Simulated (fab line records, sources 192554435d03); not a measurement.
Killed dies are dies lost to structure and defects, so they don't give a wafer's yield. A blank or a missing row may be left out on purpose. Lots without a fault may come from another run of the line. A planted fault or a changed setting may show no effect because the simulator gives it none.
fab line records | flow n5_finfet
record lots=7 wafers=21
route steps=1938 shown ZERO_LAYER@4 FIN_SAQP@125 DUMMY_GATE@223 SD_EPI_N@273 SDB@349
start_h: hours from the record's first day to the start of the lot's first wafer shown | wait_h: hours since the lot's step before | " the same as in the row above | L1.1+2: a row that stands for several wafers | - no value, or no start given | * or withheld: withheld | < > ~ a bound
route shown NAME@n: a module of which the file shows steps, and the number in the route of the first | usual: mean/standard deviation of fault-free wafers | same: alike in all rows | chamber/n: place in a boat | sites: the reading at each site | _std_site: their standard deviation | _edge_site: outer sites' mean less inner sites' | radius_mm: how far each site lies from the wafer's centre | mask NAME#n: copy n | behind: the tool/chamber that last shaped the wafer | hold: why the lot was held/for how many hours/how that ended | device: the transistor (n, p or np) that didn't switch | end of line: the same wafers' tests at the end of the route | a step without rows: its recipe alone | killed: dies lost to structure and defects at the first sort, not the wafer's yield | map: a wafer's dies, x killed, . not, _ none there
set.NAME: the setting as run; set.NAME@STEP: as run at that earlier step | model.NAME: the simulator's own value behind a step, which no gauge read
lots whose settings were changed on purpose; a table a step, a row a wafer
## steps
# step N5_ZERO_LAYER_PECVD_02
# recipe material=SiO2 target_thk_a=100 temp_c=400 precursor=SiH4/N2O pressure_torr=0.75 rf_w=275 time_s=6
# columns lot.wafer tool chamber start_h wait_h set.time_s model.SiO2_of_ZERO_LAYER_PECVD_02.thk_nm
L074.1 pecvd-04 1 12.29 0.0 6 10.05
L074.5 " 0 " " 6 10.15
L074.6 " 1 " " 6.793 11.42
L079.2 pecvd-01 2 42.28 0.0 6 9.537
L079.3 " 0 " " 5.177 8.879
L079.5 " 2 " " 5.177 8.612
L082.1 pecvd-03 1 60.35 0.0 6 9.696
L082.2 " 2 " " 6.599 10.83
L082.3 " 0 " " 6 9.742
L084.2 pecvd-03 1 72.29 0.0 6.743 11.02
L084.3 " 0 " " 6.743 10.87
L084.5 " 1 " " 6 9.965
L086.1 pecvd-03 2 84.28 0.0 5.508 9.075
L086.2 " 1 " " 6 9.914
L086.6 " 0 " " 5.508 9.153
L091.1 pecvd-04 1 114.29 0.0 6 10.01
L091.3 " 2 " " 5.153 8.96
L091.5 " 1 " " 5.153 8.7
L095.1 pecvd-04 0 138.29 0.0 6 10.01
L095.2 " 2 " " 6 9.969
L095.4 " 2 " " 6 10.4
# step N5_ZERO_LAYER_EXPOSE_08
# recipe mask_id=ZERO na=0.55 source_shape=conventional sigma_outer=0.8 polarization=unpolarized defocus_nm=0 target_cd_nm=2000 dose_mj=16.2
# columns lot.wafer tool chamber start_h wait_h mask set.dose_mj
L074.1 krf_scanner-02 0 12.60 - ZERO#0 16.2
L074.5+6 " 0 " " ZERO#0 17.01
L079.2 krf_scanner-02 0 42.47 - ZERO#0 16.2
L079.3+5 " 0 " " ZERO#0 15.37
L082.1+3 krf_scanner-01 0 60.66 - ZERO#0 16.2
L082.2 " 0 " " ZERO#0 17.37
L084.2+5 krf_scanner-01 0 72.60 - ZERO#0 16.2
L084.3 " 0 " " ZERO#0 17.34
L086.1+2 krf_scanner-01 0 84.46 - ZERO#0 16.2
L086.6 " 0 " " ZERO#0 16.63
L091.1+3 krf_scanner-01 0 114.59 - ZERO#0 17.2
L091.5 " 0 " " ZERO#0 16.2
L095.1+2+4 krf_scanner-01 0 138.59 - ZERO#0 16.2
# step N5_ZERO_LAYER_PEB_09
# recipe peb_temp_c=withheld peb_time_s=*
# step N5_ZERO_LAYER_DEVELOP_10
# recipe develop_time_s=60 rinse_liquid=diw dry=air_spin dev_temp_c=21
# step N5_ZERO_LAYER_HARDBAKE_23
# recipe temp_c=130 time_s=120
# step N5_ZERO_LAYER_CD_MEAS_11
# recipe target_cd_nm=2000 landing_energy_ev=500 detector=se_inlens
# usual cd_nm=1999.8/2.1
# columns lot.wafer tool chamber start_h wait_h set.dose_mj@ZERO_LAYER_EXPOSE_08 cd_nm
L074.1 cd_sem-02 0 12.77 - 16.2 1999.0
L074.5 " 0 " " 17.01 2006.7
L074.6 " 0 " " 17.01 2004.4
L079.2 cd_sem-02 0 42.64 - 16.2 2000.6
L079.3 " 0 " " 15.37 1991.8
L079.5 " 0 " " 15.37 1992.8
L082.1 cd_sem-03 0 60.83 - 16.2 2003.1
L082.2 " 0 " " 17.37 2014.9
L082.3 " 0 " " 16.2 1998.6
L084.2 cd_sem-01 0 72.78 - 16.2 1998.2
L084.3 " 0 " " 17.34 2015.2
L084.5 " 0 " " 16.2 1999.5
L086.1 cd_sem-01 0 84.64 - 16.2 1997.4
L086.2 " 0 " " 16.2 1995.2
L086.6 " 0 " " 16.63 2007.9
L091.1 cd_sem-03 0 114.77 - 17.2 2006.8
L091.3 " 0 " " 17.2 2009.9
L091.5 " 0 " " 16.2 2001.9
L095.1 cd_sem-03 0 138.77 - 16.2 2000.1
L095.2 " 0 " " 16.2 2003.5
L095.4 " 0 " " 16.2 1999.9
# step N5_ZERO_LAYER_DESCUM_16
# recipe chemistry=O2 time_s=7.9 source_power_w=50 bias_power_w=20 pressure_mtorr=20 rf_frequency_hz=2.712e+07 temp_c=40 o2_flow_sccm=225
# columns lot.wafer tool chamber start_h wait_h set.dose_mj@ZERO_LAYER_EXPOSE_08 model.ZERO_LAYER.cd_nm
L074.1 rie_diel-02 0 12.84 0.1 16.2 1999
L074.5 " 3 " " 17.01 2007
L074.6 " 2 " " 17.01 2004
L079.2 rie_diel-06 1 42.68 0.0 16.2 2001
L079.3 " 3 " " 15.37 1991
L079.5 " 3 " " 15.37 1992
L082.1 rie_diel-01 2 60.87 0.0 16.2 2003
L082.2 " 0 " " 17.37 2015
L082.3 " 3 " " 16.2 1998
L084.2 rie_diel-06 1 72.81 0.0 16.2 1998
L084.3 " 2 " " 17.34 2015
L084.5 " 0 " " 16.2 1999
L086.1 rie_diel-01 1 84.68 0.0 16.2 1997
L086.2 " 3 " " 16.2 1995
L086.6 " 3 " " 16.63 2008
L091.1 rie_diel-01 3 115.22 0.4 17.2 2007
L091.3 " 2 " " 17.2 2010
L091.5 " 3 " " 16.2 2002
L095.1+4 rie_diel-02 1,2 138.95 0.2 16.2 2000
L095.2 " 3 " " 16.2 2003
# step N5_FIN_SAQP_SPACER1_ALD_24
# recipe material=SiO2 target_thk_a=203 temp_c=300 ald_precursor_family=BDEAS ald_co_reactant=O2-plasma pulse_time_s=1 purge_time_s=2 co_reactant_purge_time_s=2 ald_cycles=218 pressure_torr=2
# columns lot.wafer tool chamber start_h wait_h set.temp_c
L074.1+6 ald_sin-01 0,1 24.41 0.3 300
L074.5 " 0 " " 305
L079.2+3+5 ald_sin-01 2,1,2 54.28 0.3 300
L082.1+2+3 ald_sin-01 3,2,1 70.55 0.3 312
L084.2+5 ald_sin-03 0,2 82.53 0.3 300
L084.3 " 1 " " 312.9
L086.1+2 ald_sin-03 0,3 102.99 2.6 300
L086.6 " 3 " " 288.3
L091.1 ald_sin-01 3 125.10 0.3 292.8
L091.3+5 " 1 " " 300
L095.1+2+4 ald_sin-01 1,2,0 149.41 0.8 300
# step N5_FIN_SAQP_SPACER1_ETCHBACK_25
# recipe chemistry=CHF3/O2 mode=anisotropic_etchback target=SiO2 target_depth_a=244 time_s=12.2 pressure_mtorr=30 source_w=650 bias_w=170 Ar_flow_sccm=200 CHF3_flow_sccm=50 O2_flow_sccm=5 ion_energy_ev=200
# step N5_FIN_SAQP_MANDREL1_REMOVE_56
# recipe chemistry=HBr/Cl2/O2 bt_time_s=10 target=a-Si stop_on=SiNx endpoint=OES-SiCl over_etch_frac=1 icp_w=600 bias_w=22 HBr_flow_sccm=150 Cl2_flow_sccm=80 O2_flow_sccm=5 pressure_mtorr=10
# columns lot.wafer tool chamber start_h wait_h set.temp_c@FIN_SAQP_SPACER1_ALD_24 model.FIN_SAQP.cd_nm
L074.1 rie_si-03 1 25.43 0.1 300 20.4
L074.5 " 3 " " 305 20.2
L074.6 " 2 " " 300 20.2
L079.2+3 rie_si-05 1,0 55.50 0.1 300 20.2
L079.5 " 0 " " 300 20
L082.1 rie_si-05 1 71.38 0.1 312 19.8
L082.2+3 " 2,3 " " 312 20
L084.2 rie_si-03 2 83.35 0.1 300 20.6
L084.3 " 3 " " 312.9 20
L084.5 " 2 " " 300 20.4
L086.1 rie_si-03 1 104.00 0.1 300 20.2
L086.2 " 3 " " 300 20.4
L086.6 " 1 " " 288.3 21.2
L091.1 rie_si-04 1 125.91 0.1 292.8 21
L091.3+5 " 0,2 " " 300 20.4
L095.1 rie_si-03 3 150.21 0.1 300 20.2
L095.2 " 2 " " 300 20.4
L095.4 " 2 " " 300 20.6
# step N5_FIN_SAQP_COAT_68
# recipe resist=SOC temp_c=250 time_s=60 spin_rpm=1500 resist_thk_nm=100
# columns lot.wafer tool chamber start_h wait_h set.spin_rpm model.SOC_of_FIN_SAQP_COAT_68.thk_nm
L074.1+5 litho_track-02 0 26.20 0.3 1500 99.8
L074.6 " 0 " " 1500 100
L079.2+3 litho_track-05 0 56.37 0.3 1401 103.2
L079.5 " 0 " " 1500 99.6
L082.1 litho_track-02 0 72.15 0.3 1500 100.4
L082.2 " 0 " " 1399 104
L082.3 " 0 " " 1399 104.6
L084.2 litho_track-02 0 84.12 0.3 1639 96
L084.3 " 0 " " 1500 100.2
L084.5 " 0 " " 1500 100
L086.1 litho_track-01 0 104.77 0.3 1500 99.4
L086.2+6 " 0 " " 1567 97.4
L091.1 litho_track-02 0 127.03 0.3 1500 100
L091.3 " 0 " " 1559 97.8
L091.5 " 0 " " 1500 100.2
L095.1+2 litho_track-01 0 150.97 0.3 1500 100
L095.4 " 0 " " 1500 99.8
# step N5_DUMMY_GATE_COAT_35
# recipe resist=SiARC temp_c=220 time_s=60 spin_rpm=1500 resist_thk_nm=10
# columns lot.wafer tool chamber start_h wait_h set.spin_rpm model.SiARC_of_DUMMY_GATE_COAT_35.thk_nm
L074.1+5 litho_track-02 0 - - 1500 10
L074.6 " 0 " " 1353 10.6
L079.2+3+5 litho_track-02 0 - - 1500 10
L082.1+2 litho_track-02 0 - - 1500 10
L082.3 " 0 " " 1550 9.8
L084.2+3+5 litho_track-05 0 - - 1500 10
L086.1+2+6 litho_track-03 0 - - 1500 10
L091.1+3 litho_track-02 0 - - 1500 10
L091.5 " 0 " " 1332 10.6
L095.1+2+4 litho_track-05 0 - - 1500 10
# step N5_DUMMY_GATE_EXPOSE_12
# recipe mask_id=GATE na=0.33 source_shape=annular sigma_inner=0.2 sigma_outer=0.6 polarization=unpolarized target_cd_nm=25 dose_mj=34
# columns lot.wafer tool chamber start_h wait_h mask set.dose_mj
L074.1 euv_scanner-02 0 51.57 - GATE#0 31.48
L074.5+6 " 0 " " GATE#0 34
L079.2+3 euv_scanner-02 0 77.18 - GATE#0 34
L079.5 " 0 " " GATE#0 32.61
L082.1 euv_scanner-02 0 92.51 - GATE#0 35.82
L082.2+3 " 0 " " GATE#0 34
L084.2+3+5 euv_scanner-01 0 111.65 - GATE#0 34
L086.1+2+6 euv_scanner-02 0 136.63 - GATE#0 34
L091.1+3 euv_scanner-02 0 150.65 - GATE#0 35.63
L091.5 " 0 " " GATE#0 34
L095.1+2+4 euv_scanner-02 0 171.58 - GATE#0 34
# step N5_DUMMY_GATE_PEB_13
# recipe peb_temp_c=100 peb_time_s=60 resist=CAR-EUV
# step N5_DUMMY_GATE_DEVELOP_14
# recipe develop_time_s=30 developer=TMAH resist=CAR-EUV rinse_liquid=surfactant_rinse dry=air_spin dev_temp_c=23
# step N5_DUMMY_GATE_CD_MEAS_15
# recipe target_cd_nm=25.8 landing_energy_ev=500 detector=se_inlens
# usual cd_nm=24.95/0.25
# columns lot.wafer tool chamber start_h wait_h set.dose_mj@DUMMY_GATE_EXPOSE_12 cd_nm
L074.1 cd_sem-03 0 51.70 - 31.48 26.62
L074.5 " 0 " " 34 25.17
L074.6 " 0 " " 34 24.82
L079.2 cd_sem-02 0 77.31 - 34 25.39
L079.3 " 0 " " 34 24.74
L079.5 " 0 " " 32.61 25.94
L082.1 cd_sem-01 0 92.63 - 35.82 23.63
L082.2 " 0 " " 34 24.59
L082.3 " 0 " " 34 25.57
L084.2 cd_sem-02 0 111.77 - 34 25.16
L084.3 " 0 " " 34 25.22
L084.5 " 0 " " 34 25.02
L086.1 cd_sem-01 0 136.76 - 34 24.55
L086.2 " 0 " " 34 24.88
L086.6 " 0 " " 34 25.17
L091.1 cd_sem-03 0 150.78 - 35.63 23.87
L091.3 " 0 " " 35.63 24.29
L091.5 " 0 " " 34 24.92
L095.1 cd_sem-01 0 171.70 - 34 24.76
L095.2 " 0 " " 34 24.74
L095.4 " 0 " " 34 24.83
# step N5_DUMMY_GATE_STRIP_38
# recipe chemistry=N2/H2 temp_c=40 n2_flow_sccm=200 h2_flow_sccm=200 rf_frequency_hz=6e+07
# step N5_DUMMY_GATE_STRIP_39
# recipe chemistry=N2/H2 temp_c=40 n2_flow_sccm=200 h2_flow_sccm=200 rf_frequency_hz=6e+07
# step N5_DUMMY_GATE_TRIM_49
# recipe chemistry=O2 resist=SOC time_s=29 target_cd_nm=14 source_power_w=300 bias_power_w=0 O2_flow_sccm=100 temp_c=20
# columns lot.wafer tool chamber start_h wait_h set.dose_mj@DUMMY_GATE_EXPOSE_12 model.DUMMY_GATE.cd_nm
L074.1 rie_si-01 3 52.06 0.0 31.48 16.4
L074.5 " 3 " " 34 14.6
L074.6 " 0 " " 34 14.2
L079.2+3 rie_si-02 2,1 77.67 0.0 34 14.2
L079.5 " 0 " " 32.61 15.2
L082.1 rie_si-01 3 93.19 0.0 35.82 13.6
L082.2 " 2 " " 34 13.8
L082.3 " 1 " " 34 14.8
L084.2 rie_si-02 1 112.14 0.0 34 14.6
L084.3+5 " 3,0 " " 34 14.4
L086.1 rie_si-02 3 137.14 0.0 34 14.4
L086.2 " 2 " " 34 14
L086.6 " 1 " " 34 14.2
L091.1 rie_si-06 2 151.62 0.0 35.63 13.4
L091.3 " 1 " " 35.63 13.2
L091.5 " 0 " " 34 14.2
L095.1+2 rie_si-06 0,3 172.07 0.0 34 14.4
L095.4 " 1 " " 34 13.6
# step N5_DUMMY_GATE_STRIP_40
# recipe chemistry=CF4 resist=SiARC power_w=300 bias_power_w=75 pressure_mtorr=50 cf4_flow_sccm=150 rf_frequency_hz=6e+07
# step N5_DUMMY_GATE_ETCH_32
# recipe chemistry=CF4 target=SiO2 target_depth_a=35 time_s=3.9 ion_energy_ev=350 pressure_mtorr=10 icp_w=800 bias_w=400 cf4_flow_sccm=80
# step N5_DUMMY_GATE_ETCH_23
# recipe chemistry=HBr/Cl2/O2 HBr_flow_sccm=150 Cl2_flow_sccm=80 O2_flow_sccm=12 bias_w=102 target_depth_a=410 time_s=22.3 target=poly-Si mask_material=SiO2 pressure_mtorr=10 icp_w=800
# step N5_DUMMY_GATE_ETCH_44
# recipe chemistry=HBr/O2 over_etch_frac=0.7 target_depth_a=1275 stop_on=SiO2 ion_energy_ev=60 bias_w=20 target=poly-Si mask_material=SiO2 pressure_mtorr=20 icp_w=400 HBr_flow_sccm=120 O2_flow_sccm=10
# columns lot.wafer tool chamber start_h wait_h set.dose_mj@DUMMY_GATE_EXPOSE_12 model.DUMMY_GATE.cd_nm
L074.1 rie_si-02 2 52.59 0.0 31.48 17.2
L074.5+6 " 0,3 " " 34 15.6
L079.2 rie_si-02 0 78.21 0.0 34 15.6
L079.3 " 2 " " 34 14.8
L079.5 " 3 " " 32.61 16.4
L082.1 rie_si-06 2 93.73 0.0 35.82 14.6
L082.2 " 0 " " 34 15.4
L082.3 " 1 " " 34 15.8
L084.2+3 rie_si-06 0,1 112.67 0.0 34 15.4
L084.5 " 3 " " 34 15.6
L086.1 rie_si-01 2 137.67 0.0 34 15.6
L086.2+6 " 3,2 " " 34 15.2
L091.1+3 rie_si-01 3,0 152.42 0.0 35.63 14.6
L091.5 " 3 " " 34 15.4
L095.1 rie_si-02 2 172.61 0.0 34 15.4
L095.2 " 0 " " 34 15.2
L095.4 " 3 " " 34 14.8
# step N5_DUMMY_GATE_ETCH_42
# recipe chemistry=CHF3/O2 target=SiO2 target_depth_a=35 time_s=31 ion_energy_ev=30 bias_w=12 pressure_mtorr=30 source_w=600 Ar_flow_sccm=200 CHF3_flow_sccm=50 O2_flow_sccm=5
# columns lot.wafer tool chamber start_h wait_h set.dose_mj@DUMMY_GATE_EXPOSE_12 model.DUMMY_GATE.cd_nm
L074.1 rie_diel-01 3 52.75 0.0 31.48 17
L074.5+6 " 3,1 " " 34 15.6
L079.2 rie_diel-02 3 78.37 0.0 34 15.6
L079.3 " 0 " " 34 14.6
L079.5 " 1 " " 32.61 16.2
L082.1 rie_diel-06 2 93.95 0.1 35.82 14.6
L082.2 " 3 " " 34 15.4
L082.3 " 0 " " 34 15.8
L084.2+3+5 rie_diel-01 1,3,2 112.83 0.0 34 15.4
L086.1 rie_diel-06 3 137.83 0.0 34 15.6
L086.2 " 0 " " 34 15.2
L086.6 " 2 " " 34 15.4
L091.1+3 rie_diel-01 3,0 152.58 0.0 35.63 14.6
L091.5 " 2 " " 34 15.2
L095.1+2 rie_diel-01 2,0 172.77 0.1 34 15.2
L095.4 " 3 " " 34 14.6
# step N5_SD_EPI_N_DESCUM_14
# recipe chemistry=O2 time_s=7.9 source_power_w=50 bias_power_w=20 pressure_mtorr=20 rf_frequency_hz=2.712e+07 temp_c=40 resist=CAR-ArF-block o2_flow_sccm=225
# columns lot.wafer tool chamber start_h wait_h set.time_s model.CAR-ArF-block_of_SD_EPI_N_COAT_03.thk_nm
L074.1+5 rie_diel-05 3,0 54.15 0.1 6.947 144.6
L074.6 " 1 " " 7.9 144
L079.2 rie_diel-03 0 79.75 0.1 7.9 143.4
L079.3 " 3 " " 9.428 142
L079.5 " 1 " " 7.9 143.6
L082.1 rie_diel-05 1 101.81 0.0 7.9 143.2
L082.2 " 3 " " 8.731 142.6
L082.3 " 2 " " 8.731 142.8
L084.2+3 rie_diel-04 1,2 115.14 0.0 7.9 143.6
L084.5 " 3 " " 8.746 143.2
L086.1 rie_diel-05 3 139.03 0.0 6.716 144.4
L086.2 " 2 " " 7.9 143.2
L086.6 " 2 " " 6.716 144.2
L091.1 rie_diel-05 3 153.94 0.1 7.9 143.6
L091.3 " 1 " " 6.285 144.4
L091.5 " 2 " " 7.9 143.8
L095.1 rie_diel-03 3 173.97 0.0 7.9 143.4
L095.2+4 " 0,2 " " 7.9 143.8
# step N5_SD_EPI_N_ETCH_34
# recipe chemistry=CF4 target=SiARC target_depth_a=455 mask_material=CAR-ArF-block time_s=75.8 ion_energy_ev=80 pressure_mtorr=40 source_w=545 bias_w=36 Ar_flow_sccm=100 cf4_flow_sccm=100 ends=cleared
# columns lot.wafer tool chamber start_h wait_h set.time_s@SD_EPI_N_DESCUM_14 model.CAR-ArF-block_of_SD_EPI_N_COAT_03.thk_nm
L074.1 rie_diel-05 3 54.19 0.0 6.947 112.2
L074.5 " 0 " " 6.947 112
L074.6 " 1 " " 7.9 111.4
L079.2 rie_diel-03 0 79.79 0.0 7.9 110.8
L079.3 " 3 " " 9.428 109.4
L079.5 " 1 " " 7.9 111
L082.1 rie_diel-05 1 101.84 0.0 7.9 110.8
L082.2 " 3 " " 8.731 110.2
L082.3 " 2 " " 8.731 110.4
L084.2+3 rie_diel-04 1,2 115.18 0.0 7.9 111.2
L084.5 " 3 " " 8.746 110.8
L086.1 rie_diel-05 3 139.07 0.0 6.716 112
L086.2 " 2 " " 7.9 110.8
L086.6 " 2 " " 6.716 111.8
L091.1 rie_diel-05 3 153.97 0.0 7.9 111
L091.3 " 1 " " 6.285 111.8
L091.5 " 2 " " 7.9 111.2
L095.1 rie_diel-03 3 174.01 0.0 7.9 110.8
L095.2+4 " 0,2 " " 7.9 111.4
# step N5_SDB_COAT_04
# recipe resist=SiARC temp_c=220 time_s=60 spin_rpm=1500 resist_thk_nm=18
# columns lot.wafer tool chamber start_h wait_h set.spin_rpm model.SiARC_of_SDB_COAT_04.thk_nm
L074.1 litho_track-02 0 - - 1392 18.8
L074.5 " 0 " " 1500 18
L074.6 " 0 " " 1392 18.6
L079.2 litho_track-02 0 - - 1500 18
L079.3+5 " 0 " " 1424 18.6
L082.1 litho_track-01 0 - - 1500 17.8
L082.2 " 0 " " 1500 18
L082.3 " 0 " " 1607 17.4
L084.2 litho_track-05 0 - - 1500 18.2
L084.3+5 " 0 " " 1500 18
L086.1+6 litho_track-05 0 - - 1430 18.4
L086.2 " 0 " " 1500 18
L091.1+5 litho_track-02 0 - - 1344 19
L091.3 " 0 " " 1500 18
L095.1+2+4 litho_track-01 0 - - 1500 18
## key
split step=N5_ZERO_LAYER_PECVD_02 setting=time_s stated=6 by=wafer
response step=N5_ZERO_LAYER_PECVD_02 reading=model.SiO2_of_ZERO_LAYER_PECVD_02.thk_nm change=+0.0847 per=1% r=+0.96
split step=N5_ZERO_LAYER_EXPOSE_08 setting=dose_mj stated=16.2 by=wafer
response step=N5_ZERO_LAYER_CD_MEAS_11 reading=cd_nm change=+1.83 per=1% r=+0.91
response step=N5_ZERO_LAYER_DESCUM_16 reading=model.ZERO_LAYER.cd_nm change=+1.84 per=1% r=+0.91
split step=N5_FIN_SAQP_SPACER1_ALD_24 setting=temp_c stated=300 by=wafer
response step=N5_FIN_SAQP_MANDREL1_REMOVE_56 reading=model.FIN_SAQP.cd_nm change=-0.172 per=1% r=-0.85
split step=N5_FIN_SAQP_COAT_68 setting=spin_rpm stated=1500 by=wafer
response step=N5_FIN_SAQP_COAT_68 reading=model.SOC_of_FIN_SAQP_COAT_68.thk_nm change=-0.504 per=1% r=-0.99
split step=N5_DUMMY_GATE_COAT_35 setting=spin_rpm stated=1500 by=wafer
response step=N5_DUMMY_GATE_COAT_35 reading=model.SiARC_of_DUMMY_GATE_COAT_35.thk_nm change=-0.057 per=1% r=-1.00
split step=N5_DUMMY_GATE_EXPOSE_12 setting=dose_mj stated=34 by=wafer
response step=N5_DUMMY_GATE_CD_MEAS_15 reading=cd_nm change=-0.222 per=1% r=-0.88
response step=N5_DUMMY_GATE_TRIM_49 reading=model.DUMMY_GATE.cd_nm change=-0.219 per=1% r=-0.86
response step=N5_DUMMY_GATE_ETCH_44 reading=model.DUMMY_GATE.cd_nm change=-0.211 per=1% r=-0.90
response step=N5_DUMMY_GATE_ETCH_42 reading=model.DUMMY_GATE.cd_nm change=-0.187 per=1% r=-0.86
split step=N5_SD_EPI_N_DESCUM_14 setting=time_s stated=7.9 by=wafer
response step=N5_SD_EPI_N_DESCUM_14 reading=model.CAR-ArF-block_of_SD_EPI_N_COAT_03.thk_nm change=-0.0552 per=1% r=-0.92
response step=N5_SD_EPI_N_ETCH_34 reading=model.CAR-ArF-block_of_SD_EPI_N_COAT_03.thk_nm change=-0.0561 per=1% r=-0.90
split step=N5_SDB_COAT_04 setting=spin_rpm stated=1500 by=wafer
response step=N5_SDB_COAT_04 reading=model.SiARC_of_SDB_COAT_04.thk_nm change=-0.0926 per=1% r=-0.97
